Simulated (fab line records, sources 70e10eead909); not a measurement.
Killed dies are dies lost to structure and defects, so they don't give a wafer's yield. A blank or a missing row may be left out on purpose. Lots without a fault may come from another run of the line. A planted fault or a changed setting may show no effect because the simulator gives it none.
Chamber matching | flow nand_harc | NHARC_THIN_TSV_DESCUM_14 on rie_diel-06: 4 sister chambers
The step chemistry O2, time 3 s. 4 wafers are shown with their chamber, then 12 later ones without.

WAFERS WITH THEIR CHAMBER
wafer  | chamber | showerhead_plenum_p_Torr (Torr)
L089.2 | 3       | 2.01
L090.2 | 0       | 1.95
L090.4 | 1       | 1.80
L090.5 | 2       | 1.86

WAFERS WITHOUT THEIR CHAMBER
wafer  | showerhead_plenum_p_Torr (Torr)
L093.1 | 2.01
L093.3 | 1.80
L093.4 | 1.86
L095.2 | 1.79
L095.4 | 2.01
L095.6 | 1.95
L094.1 | 1.95
L094.2 | 2.01
L094.5 | 1.95
L097.2 | 1.79
L097.4 | 2.01
L097.6 | 2.01

WHICH CHAMBER EACH WENT THROUGH
wafer  | from the rows above | in truth
L093.1 | 3                   | 3
L093.3 | 1                   | 1
L093.4 | 2                   | 2
L095.2 | 1                   | 1
L095.4 | 3                   | 3
L095.6 | 0                   | 0
L094.1 | 0                   | 0
L094.2 | 3                   | 3
L094.5 | 0                   | 0
L097.2 | 1                   | 1
L097.4 | 3                   | 3
L097.6 | 3                   | 3
Placed correctly: 12 of 12. Can't be placed from these rows: 0. Placed wrongly: 0.
How it was worked out, from the rows above alone: a wafer's distance from a chamber is the root of the sum, over the readings, of the square of ((its reading less the chamber's mean) divided by the reading's scatter). The wafer belongs to the nearest chamber; if the next one is less than 2 further off, it can't be placed. A chamber's mean is the mean of its shown wafers. The scatter: with one shown wafer a chamber, the root of the mean of the squares of how far each hidden wafer lies from its nearest shown one.
